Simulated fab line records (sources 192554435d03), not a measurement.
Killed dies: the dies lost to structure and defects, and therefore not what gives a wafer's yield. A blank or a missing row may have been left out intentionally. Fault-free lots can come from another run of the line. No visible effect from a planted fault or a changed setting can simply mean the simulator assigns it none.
2 desks looking at one fault | flow n5-finfet | every desk sees just its own numbers, and what lay behind them comes last

== FOR THE TOOL OWNER'S DESK: cmp-02 ==
The tool's own readings at N5_ILD0_CMP_03 (polishes, stops on SiNx, t overpolish 1.9 s, target thk 197.38 nm): means of the sampled wafers that have a number, for each lot that ran on this tool. Marked OUT: a lot whose mean sits more than 4 standard deviations from the usual mean, which makes it out of limits; the brackets give that distance.
Columns: A = head-pressure-psi at N5_ILD0_CMP_03, usual 4.149 psi; B = motor-current-A at N5_ILD0_CMP_03, usual 12.8 A; C = overpolish-run-s at N5_ILD0_CMP_03, usual 1.901 s; D = time-to-endpoint-s at N5_ILD0_CMP_03, usual 70 s
lot  | first seen here | A               | B    | C     | D
L646 | day 4 11:43     | 4.150           | 11.8 | 1.898 | 71
L648 | day 5 01:24     | 4.142           | 12.3 | 1.904 | 73
L652 | day 6 04:45     | 3.838 (-37) OUT | 12.1 | 1.910 | 79
L653 | day 6 07:37     | 3.514 (-75) OUT | 10.2 | 1.892 | 84
L665 | day 9 19:40     | 4.151           | 11.4 | 1.904 | 78
This desk's finding: out of limits on L652, L653; first on L652, day 6 04:45 (head-pressure-psi at N5_ILD0_CMP_03). Within limits: L646, L648, L665.

== FROM THE METROLOGY DESK ==
What the gauges read for every lot (on any tool): the sampled wafers with a number, averaged. Marked OUT: a lot whose mean sits more than 4 standard deviations from the usual mean, which makes it out of limits; the brackets give that distance. Of its 12 readings 7 are shown: those that lie furthest out on some lot.
Columns: A = thk-nm at N5_ILD0_THK_MEAS_13, usual 17.7 nm; B = DIBL_N at N5_BEOL_M4_RC_MEAS_101, usual 37.2 mV/V; C = DIBL_P at N5_BEOL_M4_RC_MEAS_101, usual 37.3 mV/V; D = IOFF_N at N5_BEOL_M4_RC_MEAS_101, usual 0.18 nA/um; E = IOFF_P at N5_BEOL_M4_RC_MEAS_101, usual 0.24 nA/um; F = SS_P at N5_BEOL_M4_RC_MEAS_101, usual 73.5 mV/dec; G = VT_P at N5_BEOL_M4_RC_MEAS_101, usual -248 mV
lot  | first seen here | A    | B    | C    | D    | E    | F    | G
L643 | day 3 11:09     | 17.9 | 34.6 | 34.5 | 0.15 | 0.20 | 73.1 | -250
L646 | day 4 03:46     | 19.8 | 36.9 | 34.5 | 0.14 | 0.18 | 72.7 | -253
L648 | day 4 16:05     | 18.4 | 35.2 | 35.0 | 0.14 | 0.21 | 73.1 | -249
L652 | day 5 18:53     | 18.3 | 36.6 | 36.5 | 0.17 | 0.25 | 73.2 | -245
L653 | day 5 23:43     | 17.4 | 40.5 | 38.5 | 0.23 | 0.26 | 74.3 | -246
L654 | day 6 08:01     | 17.6 | 40.9 | 41.0 | 0.25 | 0.31 | 74.5 | -248
L655 | day 6 09:04     | 17.6 | 37.9 | 37.9 | 0.19 | 0.26 | 73.2 | -246
L661 | day 8 17:31     | 19.5 | 38.3 | 37.5 | 0.16 | 0.22 | 74.0 | -254
L660 | day 9 01:46     | 16.4 | 36.1 | 38.5 | 0.17 | 0.25 | 73.4 | -247
L665 | day 9 09:15     | 17.5 | 37.8 | 37.3 | 0.19 | 0.26 | 73.9 | -247
Result from this desk: across the 10 lots, nothing is out of limits.

== TAKEN TOGETHER ==
The tool owner's desk could have raised an alarm at day 6 04:45, on L652, L653.
The metrology desk saw nothing out of limits.
The metrology desk holds a record of L652, L653, inside its limits.
All the named lots went through N5_ILD0_CMP_03 on cmp-02.

== WHAT THE SIMULATOR HAD INSERTED ==
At N5_ILD0_CMP_03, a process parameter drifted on cmp-02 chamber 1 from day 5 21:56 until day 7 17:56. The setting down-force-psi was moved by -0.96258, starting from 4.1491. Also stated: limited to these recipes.
Lots struck among those shown: L652, L653.
Time in hours from fault onset to the first out-of-limits reading at each desk: the tool owner's desk, 7.
